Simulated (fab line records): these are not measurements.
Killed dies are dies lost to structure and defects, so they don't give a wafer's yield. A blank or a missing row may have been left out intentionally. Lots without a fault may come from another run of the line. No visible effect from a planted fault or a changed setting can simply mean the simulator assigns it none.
fab line records    flow n5-finfet
record: lots: 7  wafers: 21
route steps=1938 shown HKMG_FIN@403 MOL_CONTACT_COAG@523 BEOL_M0_SAQP@663 BEOL_M0_CUTY@711 BEOL_M1@755
start-h: hours from the record's first day to the start of the lot's first wafer shown    wait-h: hours from the lot's prior step to this one    " as in the row above    L1.1+2: a single row standing in for several wafers    - either no value or no given start    * or withheld: withheld    < > ~ a bound
route shown NAME@n: a module of which the file shows steps, and the number in the route of the first    usual: the fault-free wafers' mean and standard deviation    same: alike in all rows    chamber/n: place in a boat    sites: per-site readings    _std_site: standard deviation of those values    _edge_site: mean of outer sites minus mean of inner sites    radius-mm: for every site, how far away it sits from the centre of the wafer    mask NAME#n: copy n    behind: the most recent tool/chamber to have shaped the wafer    hold: reason for holding the lot/hours on hold/outcome of the hold    device: transistor that didn't switch, given as n, p or np    end of line: the route-end tests of the same wafers    a step without rows: its recipe alone    killed: dies lost to structure and defects at the first sort, not the wafer's yield    map: the dies of a wafer, with x for killed, . for not killed, _ for no die there
set.NAME: the setting that was run; set.NAME@STEP: the one run at that earlier step    model.NAME: the simulator's own value behind a step, which no gauge read
lots with deliberately changed settings; one table per step, one row per wafer
== steps ==
step: N5_HKMG_FIN_ETCH_55
recipe: chemistry: N2/H2  target: SOC  target-depth-a: 2400  temp-c: 40  time-s: 300  ion-energy-ev: 200  mask-material: SiARC  pressure-mtorr: 30  source-w: 840  bias-w: 150  n2-flow-sccm: 200  h2-flow-sccm: 200
usual: rf-vpp-V: 525.0/2.5
lot.wafer  tool         chamber  start-h  wait-h  set.bias-w  rf-vpp-V  model.etch.depth-nm  model.HKMG_FIN.feature-depth-nm  model.SiARC_of_HKMG_FIN_COAT_42.thk-nm
L075.1     rie-diel-04  0        80.09    0.0     150         522.2     234.8                234.8                            21.4
L075.3     "            2        "        "       167.2       558.7     253.8                253.8                            19.2
L075.6     "            2        "        "       167.2       558.3     252.5                252.6                            19.4
L076.4     rie-diel-05  2        88.13    0.1     168.9       565.7     255.1                255                              19.4
L076.5     "            0        "        "       150         524.6     241.6                241.6                            21.2
L076.6     "            1        "        "       168.9       566.4     254.9                254.8                            19.4
L084.1     rie-diel-06  1        133.91   0.0     150         522.9     243.1                243.2                            20.8
L084.2     "            3        "        "       150         525.4     244.3                244.4                            21.2
L084.3     "            2        "        "       165         561.8     255.4                255.4                            19
L087.1     rie-diel-04  3        152.42   0.0     124         467.2     220.8                220.8                            23.8
L087.2     "            0        "        "       124         464.1     209.8                209.8                            24.6
L087.6     "            3        "        "       150         528.6     243.4                243.4                            20.6
L090.1     rie-diel-06  1        168.33   0.0     150         521.2     247                  247                              20.4
L090.3     "            0        "        "       150         528.4     241.1                241                              21
L090.6     "            0        "        "       150         528.4     239.6                239.6                            21.2
L092.2     rie-diel-06  0        184.73   0.0     150         526.3     239.7                239.6                            21.4
L092.3     "            1        "        "       143         508.1     244.9                245                              21
L092.6     "            0        "        "       150         528.1     238.3                238.4                            21.4
L097.1     rie-diel-05  1        213.59   0.0     150         524.7     235.7                235.8                            21.6
L097.5     "            2        "        "       150         523.9     233.5                233.6                            21.8
L097.6     "            1        "        "       150         526.5     235                  235                              21.8
step: N5_MOL_CONTACT_COAG_EXPOSE_05
recipe: mask-id: CA  na: 0.33  source-shape: annular  sigma-inner: 0.4  sigma-outer: 0.8  polarization: unpolarized  defocus-nm: 0  dose-mj: 38.25
lot.wafer   tool            chamber  start-h  wait-h  mask  set.dose-mj
L075.1+3+6  euv-scanner-02  0        96.15    -       CA#0  38.25
L076.4      euv-scanner-02  0        102.84   -       CA#0  40.74
L076.5+6    "               0        "        "       CA#0  38.25
L084.1+3    euv-scanner-02  0        149.07   -       CA#0  38.25
L084.2      "               0        "        "       CA#0  36.47
L087.1      euv-scanner-02  0        168.75   -       CA#0  38.25
L087.2+6    "               0        "        "       CA#0  37.28
L090.1+6    euv-scanner-02  0        185.53   -       CA#0  37.14
L090.3      "               0        "        "       CA#0  38.25
L092.2      euv-scanner-02  0        200.61   -       CA#0  39.1
L092.3+6    "               0        "        "       CA#0  38.25
L097.1+5+6  euv-scanner-02  0        229.72   -       CA#0  38.25
step: N5_MOL_CONTACT_COAG_PEB_06
recipe: peb-temp-c: 100  peb-time-s: 60  resist: CAR-EUV
step: N5_MOL_CONTACT_COAG_DEVELOP_07
recipe: develop-time-s: 30  developer: TMAH  resist: CAR-EUV  rinse-liquid: surfactant-rinse  dry: air-spin  dev-temp-c: 23
step: N5_MOL_CONTACT_COAG_CD_MEAS_08
recipe: target-cd-nm: 28  landing-energy-ev: 500  detector: se-inlens  polarity: opening
usual: cd-nm: 27.94/0.24
lot.wafer  tool       chamber  start-h  wait-h  set.dose-mj@MOL_CONTACT_COAG_EXPOSE_05  cd-nm
L075.1     cd-sem-01  0        96.28    -       38.25                                   27.67
L075.3     "          0        "        "       38.25                                   27.74
L075.6     "          0        "        "       38.25                                   28.07
L076.4     cd-sem-02  0        102.95   -       40.74                                   28.98
L076.5     "          0        "        "       38.25                                   27.94
L076.6     "          0        "        "       38.25                                   27.36
L084.1     cd-sem-02  0        149.20   -       38.25                                   28.03
L084.2     "          0        "        "       36.47                                   26.98
L084.3     "          0        "        "       38.25                                   27.80
L087.1     cd-sem-01  0        168.88   -       38.25                                   27.89
L087.2     "          0        "        "       37.28                                   27.38
L087.6     "          0        "        "       37.28                                   27.75
L090.1     cd-sem-03  0        185.66   -       37.14                                   27.17
L090.3     "          0        "        "       38.25                                   27.94
L090.6     "          0        "        "       37.14                                   27.41
L092.2     cd-sem-02  0        200.73   -       39.1                                    28.58
L092.3     "          0        "        "       38.25                                   27.90
L092.6     "          0        "        "       38.25                                   27.99
L097.1     cd-sem-02  0        229.85   -       38.25                                   28.03
L097.5     "          0        "        "       38.25                                   28.08
L097.6     "          0        "        "       38.25                                   27.66
step: N5_MOL_CONTACT_COAG_DESCUM_13
recipe: chemistry: O2  time-s: 7  source-power-w: 50  bias-power-w: 20  pressure-mtorr: 20  rf-frequency-hz: 2.712e+07  temp-c: 40  resist: CAR-EUV  o2-flow-sccm: 225
step: N5_MOL_CONTACT_COAG_ETCH_59
recipe: chemistry: N2/H2  target: underlayer  target-depth-a: 130  mask-material: CAR-EUV  time-s: 10.4  ion-energy-ev: 200  pressure-mtorr: 30  source-w: 840  bias-w: 150  n2-flow-sccm: 200  h2-flow-sccm: 200  ends: cleared
lot.wafer  tool         chamber  start-h  wait-h  set.dose-mj@MOL_CONTACT_COAG_EXPOSE_05  model.MOL_CONTACT_COAG.cd-offset-nm
L075.1     rie-diel-05  0        96.51    0.0     38.25                                   -0.2
L075.3     "            1        "        "       38.25                                   0
L075.6     "            3        "        "       38.25                                   0.2
L076.4     rie-diel-06  2        103.20   0.0     40.74                                   1
L076.5+6   "            1,2      "        "       38.25                                   -0.4
L084.1+3   rie-diel-06  0,2      149.36   0.0     38.25                                   0
L084.2     "            1        "        "       36.47                                   -1
L087.1     rie-diel-05  1        169.06   0.0     38.25                                   -0.2
L087.2     "            0        "        "       37.28                                   -0.8
L087.6     "            2        "        "       37.28                                   -0.6
L090.1+6   rie-diel-06  0,2      186.06   0.0     37.14                                   -0.8
L090.3     "            2        "        "       38.25                                   0
L092.2     rie-diel-06  0        200.91   0.0     39.1                                    0.6
L092.3     "            2        "        "       38.25                                   0.2
L092.6     "            3        "        "       38.25                                   0
L097.1     rie-diel-04  1        230.01   0.0     38.25                                   0.2
L097.5+6   "            3,2      "        "       38.25                                   -0.2
step: N5_MOL_CONTACT_COAG_ETCH_105
recipe: chemistry: CF4  target: SiARC  target-depth-a: 156  mask-material: CAR-EUV  time-s: 26  ion-energy-ev: 80  pressure-mtorr: 40  source-w: 545  bias-w: 36  Ar_flow_sccm: 100  cf4-flow-sccm: 100  ends: cleared
lot.wafer  tool         chamber  start-h  wait-h  set.dose-mj@MOL_CONTACT_COAG_EXPOSE_05  model.MOL_CONTACT_COAG.cd-offset-nm
L075.1     rie-diel-05  0        96.53    0.0     38.25                                   -0.4
L075.3     "            1        "        "       38.25                                   -0.2
L075.6     "            3        "        "       38.25                                   0.4
L076.4     rie-diel-06  2        103.22   0.0     40.74                                   1.2
L076.5     "            1        "        "       38.25                                   -0.4
L076.6     "            2        "        "       38.25                                   -0.2
L084.1     rie-diel-06  0        149.38   0.0     38.25                                   0
L084.2     "            1        "        "       36.47                                   -1
L084.3     "            2        "        "       38.25                                   0.2
L087.1     rie-diel-05  1        169.08   0.0     38.25                                   -0.2
L087.2     "            0        "        "       37.28                                   -0.8
L087.6     "            2        "        "       37.28                                   -0.6
L090.1     rie-diel-06  0        186.08   0.0     37.14                                   -0.8
L090.3     "            2        "        "       38.25                                   0.2
L090.6     "            2        "        "       37.14                                   -0.6
L092.2     rie-diel-06  0        200.93   0.0     39.1                                    0.6
L092.3     "            2        "        "       38.25                                   0.2
L092.6     "            3        "        "       38.25                                   0
L097.1     rie-diel-04  1        230.02   0.0     38.25                                   0.2
L097.5     "            3        "        "       38.25                                   0
L097.6     "            2        "        "       38.25                                   -0.4
step: N5_MOL_CONTACT_COAG_ETCH_106
recipe: chemistry: N2/H2  target: SOC  target-depth-a: 800  overetch-a: 160  mask-material: SiARC  temp-c: 40  time-s: 120  ion-energy-ev: 200  pressure-mtorr: 30  source-w: 840  bias-w: 150  n2-flow-sccm: 200  h2-flow-sccm: 200
lot.wafer  tool         chamber  start-h  wait-h  set.dose-mj@MOL_CONTACT_COAG_EXPOSE_05  model.MOL_CONTACT_COAG.cd-offset-nm
L075.1+3   rie-diel-05  0,1      96.56    0.0     38.25                                   -0.2
L075.6     "            3        "        "       38.25                                   0.4
L076.4     rie-diel-06  2        103.25   0.0     40.74                                   1.2
L076.5     "            1        "        "       38.25                                   -0.2
L076.6     "            2        "        "       38.25                                   0
L084.1     rie-diel-06  0        149.41   0.0     38.25                                   -0.2
L084.2     "            1        "        "       36.47                                   -1
L084.3     "            2        "        "       38.25                                   0.2
L087.1     rie-diel-05  1        169.11   0.0     38.25                                   -0.2
L087.2     "            0        "        "       37.28                                   -0.8
L087.6     "            2        "        "       37.28                                   -0.6
L090.1     rie-diel-06  0        186.11   0.0     37.14                                   -1
L090.3     "            2        "        "       38.25                                   0.2
L090.6     "            2        "        "       37.14                                   -0.4
L092.2     rie-diel-06  0        200.96   0.0     39.1                                    0.4
L092.3     "            2        "        "       38.25                                   0.4
L092.6     "            3        "        "       38.25                                   0.2
L097.1     rie-diel-04  1        230.05   0.0     38.25                                   0.2
L097.5+6   "            3,2      "        "       38.25                                   -0.2
step: N5_MOL_CONTACT_COAG_STRIP_107
recipe: chemistry: N2/H2  temp-c: 40  n2-flow-sccm: 200  h2-flow-sccm: 200  rf-frequency-hz: 6e+07
step: N5_MOL_CONTACT_COAG_STRIP_108
recipe: chemistry: N2/H2  temp-c: 40  n2-flow-sccm: 200  h2-flow-sccm: 200  rf-frequency-hz: 6e+07
step: N5_MOL_CONTACT_COAG_CONTACT_ETCH_14
recipe: chemistry: C4F6/O2  target: SiO2  target-depth-a: 275  overetch-a: 85  mask-material: SOC  pressure-mtorr: 30  source-w: 370  bias-w: 185  Ar_flow_sccm: 300  C4F6_flow_sccm: 16  O2_flow_sccm: 10  time-s: 20  ion-energy-ev: 259.6
step: N5_MOL_CONTACT_COAG_STRIP_109
recipe: chemistry: C4F6/O2  resist: SiARC  rf-frequency-hz: 6e+07
step: N5_MOL_CONTACT_COAG_ETCH_15
recipe: chemistry: CH3F/O2  target: SiNx  target-depth-a: 70  mask-material: SOC  stop-on: Si:P  over-etch-frac: 0.75  ion-energy-ev: 120  pressure-mtorr: 30  source-w: 395  bias-w: 73  Ar_flow_sccm: 150  CH3F_flow_sccm: 30  O2_flow_sccm: 20
lot.wafer  tool         chamber  start-h  wait-h  set.dose-mj@MOL_CONTACT_COAG_EXPOSE_05  model.MOL_CONTACT_COAG.cd-offset-nm
L075.1     rie-diel-05  0        96.69    0.0     38.25                                   -0.2
L075.3     "            1        "        "       38.25                                   -0.4
L075.6     "            3        "        "       38.25                                   0.2
L076.4     rie-diel-06  2        103.39   0.0     40.74                                   1
L076.5+6   "            1,2      "        "       38.25                                   -0.2
L084.1     rie-diel-06  0        149.55   0.0     38.25                                   -0.2
L084.2     "            1        "        "       36.47                                   -1
L084.3     "            2        "        "       38.25                                   0
L087.1     rie-diel-05  1        169.24   0.0     38.25                                   -0.2
L087.2+6   "            0,2      "        "       37.28                                   -0.8
L090.1     rie-diel-06  0        186.25   0.0     37.14                                   -1
L090.3     "            2        "        "       38.25                                   0
L090.6     "            2        "        "       37.14                                   -0.6
L092.2     rie-diel-06  0        201.09   0.0     39.1                                    0.4
L092.3+6   "            2,3      "        "       38.25                                   0.2
L097.1     rie-diel-04  1        230.19   0.0     38.25                                   0.4
L097.5     "            3        "        "       38.25                                   -0.2
L097.6     "            2        "        "       38.25                                   0
step: N5_MOL_CONTACT_COAG_ETCH_47
recipe: chemistry: CH3F/O2  target: SiNx  target-depth-a: 270  mask-material: SiO2  stop-on: W  over-etch-frac: 0.2  ion-energy-ev: 120  endpoint: OES-CN  pressure-mtorr: 30  source-w: 395  bias-w: 73  Ar_flow_sccm: 150  CH3F_flow_sccm: 30  O2_flow_sccm: 20  ends: end-point
lot.wafer  tool         chamber  start-h  wait-h  set.over-etch-frac  model.etch.over-etch-s
L075.1     rie-diel-06  3        108.39   0.0     0.2071              5.251
L075.3     "            2        "        "       0.2071              5.297
L075.6     "            1        "        "       0.2                 5.113
L076.4     rie-diel-06  3        112.73   0.0     0.2086              5.375
L076.5     "            1        "        "       0.2                 5.133
L076.6     "            0        "        "       0.2                 5.126
L084.1     rie-diel-05  3        159.14   0.0     0.2                 5.28
L084.2     "            0        "        "       0.1861              4.824
L084.3     "            2        "        "       0.1861              4.812
L087.1     rie-diel-06  0        181.13   0.0     0.2                 5.105
L087.2     "            2        "        "       0.2                 5.062
L087.6     "            0        "        "       0.2                 5.214
L090.1     rie-diel-05  0        196.14   0.0     0.2                 5.183
L090.3     "            2        "        "       0.192               4.98
L090.6     "            1        "        "       0.192               5.036
L092.2     rie-diel-04  0        212.15   0.0     0.1863              5.049
L092.3     "            3        "        "       0.2                 5.121
L092.6     "            1        "        "       0.1863              4.748
L097.1     rie-diel-06  3        241.33   0.0     0.2                 5.185
L097.5     "            0        "        "       0.2                 5.125
L097.6     "            1        "        "       0.2                 5.181
step: N5_BEOL_M0_SAQP_SPACER1_ALD_98
recipe: material: SiO2  target-thk-a: 128  temp-c: 300  ald-precursor-family: BDEAS  ald-co-reactant: O2-plasma  pulse-time-s: 1  purge-time-s: 2  co-reactant-purge-time-s: 2  ald-cycles: 138  pressure-torr: 2
lot.wafer   tool        chamber  start-h  wait-h  set.temp-c  model.SiO2_of_BEOL_M0_SAQP_SPACER1_ALD_98.thk-nm
L075.1      ald-sin-03  2        120.27   0.3     300         12.8
L075.3+6    "           3,0      "        "       294.5       13
L076.4+5    ald-sin-01  3,1      123.36   0.3     294.4       13
L076.6      "           2        "        "       300         12.8
L084.1+3    ald-sin-01  1,3      171.79   0.3     292         13.2
L084.2      "           2        "        "       300         12.8
L087.1+2    ald-sin-04  1,0      191.06   1.9     291.1       13.2
L087.6      "           3        "        "       300         12.8
L090.1      ald-sin-04  2        204.23   0.3     304.3       12.6
L090.3      "           0        "        "       304.3       12.8
L090.6      "           1        "        "       300         12.8
L092.2+3+6  ald-sin-03  2,0,2    222.00   0.5     300         12.8
L097.1+5    ald-sin-01  0,2      252.31   0.3     300         13
L097.6      "           3        "        "       300         12.8
step: N5_BEOL_M0_SAQP_SPACER1_ETCHBACK_99
recipe: chemistry: CHF3/O2  mode: anisotropic-etchback  target: SiO2  target-depth-a: 154  time-s: 7.7  pressure-mtorr: 30  source-w: 650  bias-w: 170  Ar_flow_sccm: 200  CHF3_flow_sccm: 50  O2_flow_sccm: 5  ion-energy-ev: 200
step: N5_BEOL_M0_SAQP_MANDREL1_REMOVE_100
recipe: chemistry: HBr/Cl2/O2  bt-time-s: 10  target: a-Si  stop-on: SiNx  endpoint: OES-SiCl  over-etch-frac: 0.85  icp-w: 600  bias-w: 30  HBr_flow_sccm: 150  Cl2_flow_sccm: 80  O2_flow_sccm: 5  pressure-mtorr: 10
lot.wafer   tool       chamber  start-h  wait-h  set.temp-c@BEOL_M0_SAQP_SPACER1_ALD_98  model.SiO2_of_BEOL_M0_SAQP_SPACER1_ALD_98.thk-nm
L075.1      rie-si-03  2        120.83   0.1     300                                     7.4
L075.3+6    "          1,3      "        "       294.5                                   7.6
L076.4+5    rie-si-03  1,3      124.02   0.0     294.4                                   7.8
L076.6      "          0        "        "       300                                     7.4
L084.1+3    rie-si-05  0,1      172.35   0.1     292                                     7.8
L084.2      "          3        "        "       300                                     7.4
L087.1+2    rie-si-01  3,0      191.81   0.1     291.1                                   7.8
L087.6      "          0        "        "       300                                     7.4
L090.1+3    rie-si-01  3,2      204.79   0.1     304.3                                   7.4
L090.6      "          1        "        "       300                                     7.4
L092.2+3+6  rie-si-03  3,0,2    222.56   0.1     300                                     7.4
L097.1+5    rie-si-05  2        252.94   0.1     300                                     7.6
L097.6      "          1        "        "       300                                     7.4
step: N5_BEOL_M0_SAQP_ETCH_107
recipe: chemistry: CH3F/O2  target: SiNx  target-depth-a: 300  mask-material: SOC  pressure-mtorr: 30  source-w: 395  bias-w: 73  Ar_flow_sccm: 150  CH3F_flow_sccm: 30  O2_flow_sccm: 20  ion-energy-ev: 120
usual: rf-vpp-V: 299/3.8
lot.wafer  tool         chamber  start-h  wait-h  set.bias-w  rf-vpp-V
L075.1     rie-diel-03  0        121.71   0.0     73          299
L075.3     "            2        "        "       73          297
L075.6     "            1        "        "       73          301
L076.4     rie-diel-02  3        125.04   0.0     73          306
L076.5     "            3        "        "       83.01       337
L076.6     "            0        "        "       83.01       332
L084.1     rie-diel-01  3        173.32   0.0     69.17       288
L084.2     "            2        "        "       69.17       285
L084.3     "            0        "        "       73          297
L087.1     rie-diel-03  2        192.69   0.0     73          295
L087.2     "            0        "        "       69.24       287
L087.6     "            0        "        "       69.24       289
L090.1     rie-diel-03  1        205.67   0.0     73          307
L090.3     "            2        "        "       68.69       283
L090.6     "            1        "        "       68.69       292
L092.2     rie-diel-03  3        223.44   0.0     73          293
L092.3     "            1        "        "       73          307
L092.6     "            3        "        "       73          292
L097.1     rie-diel-01  1        253.94   0.0     73          298
L097.5     "            1        "        "       73          298
L097.6     "            0        "        "       73          295
step: N5_BEOL_M0_CUTY_DESCUM_61
recipe: chemistry: O2  time-s: 7.9  source-power-w: 50  bias-power-w: 20  pressure-mtorr: 20  rf-frequency-hz: 2.712e+07  temp-c: 40  resist: CAR-ArF-block  o2-flow-sccm: 225
lot.wafer   tool         chamber  start-h  wait-h  set.time-s
L075.1      rie-diel-06  1        125.44   0.0     9.424
L075.3+6    "            0,1      "        "       7.9
L076.4+6    rie-diel-06  3,1      128.56   0.0     6.284
L076.5      "            2        "        "       7.9
L084.1+3    rie-diel-05  3,2      176.09   0.0     7.9
L084.2      "            0        "        "       9.387
L087.1+6    rie-diel-05  1,2      196.20   0.4     7.9
L087.2      "            0        "        "       9.24
L090.1+3+6  rie-diel-04  0,1,2    208.94   0.0     7.9
L092.2+6    rie-diel-05  3,0      226.35   0.2     9.637
L092.3      "            1        "        "       7.9
L097.1+5+6  rie-diel-04  1,3,2    257.55   0.0     7.9
step: N5_BEOL_M0_CUTY_ETCH_62
recipe: chemistry: CF4  target: SiARC  mask-material: CAR-ArF-block  time-s: 58.5  ion-energy-ev: 80  pressure-mtorr: 40  source-w: 545  bias-w: 36  Ar_flow_sccm: 100  cf4-flow-sccm: 100  ends: cleared
lot.wafer  tool         chamber  start-h  wait-h  set.time-s@BEOL_M0_CUTY_DESCUM_61  model.CAR-ArF-block_of_BEOL_M0_CUTY_COAT_51.thk-nm
L075.1     rie-diel-06  1        125.48   0.0     9.424                              118
L075.3+6   "            0,1      "        "       7.9                                118.6
L076.4     rie-diel-06  3        128.60   0.0     6.284                              119
L076.5     "            2        "        "       7.9                                118
L076.6     "            1        "        "       6.284                              118.8
L084.1     rie-diel-05  3        176.12   0.0     7.9                                119.2
L084.2     "            0        "        "       9.387                              118.2
L084.3     "            2        "        "       7.9                                119
L087.1     rie-diel-05  1        196.24   0.0     7.9                                118.2
L087.2     "            0        "        "       9.24                               117.4
L087.6     "            2        "        "       7.9                                118.8
L090.1     rie-diel-04  0        208.97   0.0     7.9                                118.4
L090.3     "            1        "        "       7.9                                118.2
L090.6     "            2        "        "       7.9                                118.6
L092.2+6   rie-diel-05  3,0      226.38   0.0     9.637                              117.8
L092.3     "            1        "        "       7.9                                118.4
L097.1     rie-diel-04  1        257.58   0.0     7.9                                118.8
L097.5     "            3        "        "       7.9                                118
L097.6     "            2        "        "       7.9                                118.4
step: N5_BEOL_M1_COAT_61
recipe: resist: SOC  temp-c: 250  time-s: 60  spin-rpm: 1500  resist-thk-nm: 60
lot.wafer  tool            chamber  start-h  wait-h  set.spin-rpm  model.SOC_of_BEOL_M1_COAT_61.thk-nm
L075.1     litho-track-02  0        131.49   0.1     1639          57.6
L075.3     "               0        "        "       1639          57.4
L075.6     "               0        "        "       1500          60
L076.4     litho-track-03  0        135.74   0.1     1500          60.2
L076.5     "               0        "        "       1500          60
L076.6     "               0        "        "       1408          61.8
L084.1+2   litho-track-03  0        187.32   0.1     1500          60
L084.3     "               0        "        "       1500          60.2
L087.1     litho-track-03  0        203.26   0.1     1418          62
L087.2     "               0        "        "       1418          62.2
L087.6     "               0        "        "       1500          60.2
L090.1     litho-track-02  0        233.12   0.1     1378          62.6
L090.3     "               0        "        "       1500          60
L090.6     "               0        "        "       1500          60.2
L092.2+3   litho-track-03  0        236.71   0.1     1358          63.4
L092.6     "               0        "        "       1500          60.4
L097.1+6   litho-track-02  0        271.69   0.1     1500          60.2
L097.5     "               0        "        "       1500          60
== key ==
split: step: N5_HKMG_FIN_ETCH_55  setting: bias-w  stated: 150  by: wafer
response: step: N5_HKMG_FIN_ETCH_55  reading: rf-vpp-V  change: +3.5  per: 1%  r: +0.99
response: step: N5_HKMG_FIN_ETCH_55  reading: model.etch.depth-nm  change: +1.34  per: 1%  r: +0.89
response: step: N5_HKMG_FIN_ETCH_55  reading: model.HKMG_FIN.feature-depth-nm  change: +1.34  per: 1%  r: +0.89
response: step: N5_HKMG_FIN_ETCH_55  reading: model.SiARC_of_HKMG_FIN_COAT_42.thk-nm  change: -0.179  per: 1%  r: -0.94
split: step: N5_MOL_CONTACT_COAG_EXPOSE_05  setting: dose-mj  stated: 38.25  by: wafer
response: step: N5_MOL_CONTACT_COAG_CD_MEAS_08  reading: cd-nm  change: +0.204  per: 1%  r: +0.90
response: step: N5_MOL_CONTACT_COAG_ETCH_59  reading: model.MOL_CONTACT_COAG.cd-offset-nm  change: +0.22  per: 1%  r: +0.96
response: step: N5_MOL_CONTACT_COAG_ETCH_105  reading: model.MOL_CONTACT_COAG.cd-offset-nm  change: +0.237  per: 1%  r: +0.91
response: step: N5_MOL_CONTACT_COAG_ETCH_106  reading: model.MOL_CONTACT_COAG.cd-offset-nm  change: +0.205  per: 1%  r: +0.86
response: step: N5_MOL_CONTACT_COAG_ETCH_15  reading: model.MOL_CONTACT_COAG.cd-offset-nm  change: +0.194  per: 1%  r: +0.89
split: step: N5_MOL_CONTACT_COAG_ETCH_47  setting: over-etch-frac  stated: 0.2  by: wafer
response: step: N5_MOL_CONTACT_COAG_ETCH_47  reading: model.etch.over-etch-s  change: +0.0497  per: 1%  r: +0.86
split: step: N5_BEOL_M0_SAQP_SPACER1_ALD_98  setting: temp-c  stated: 300  by: wafer
response: step: N5_BEOL_M0_SAQP_SPACER1_ALD_98  reading: model.SiO2_of_BEOL_M0_SAQP_SPACER1_ALD_98.thk-nm  change: -0.126  per: 1%  r: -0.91
response: step: N5_BEOL_M0_SAQP_MANDREL1_REMOVE_100  reading: model.SiO2_of_BEOL_M0_SAQP_SPACER1_ALD_98.thk-nm  change: -0.136  per: 1%  r: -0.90
split: step: N5_BEOL_M0_SAQP_ETCH_107  setting: bias-w  stated: 73  by: wafer
response: step: N5_BEOL_M0_SAQP_ETCH_107  reading: rf-vpp-V  change: +2.17  per: 1%  r: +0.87
split: step: N5_BEOL_M0_CUTY_DESCUM_61  setting: time-s  stated: 7.9  by: wafer
response: step: N5_BEOL_M0_CUTY_ETCH_62  reading: model.CAR-ArF-block_of_BEOL_M0_CUTY_COAT_51.thk-nm  change: -0.0411  per: 1%  r: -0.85
split: step: N5_BEOL_M1_COAT_61  setting: spin-rpm  stated: 1500  by: wafer
response: step: N5_BEOL_M1_COAT_61  reading: model.SOC_of_BEOL_M1_COAT_61.thk-nm  change: -0.3  per: 1%  r: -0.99
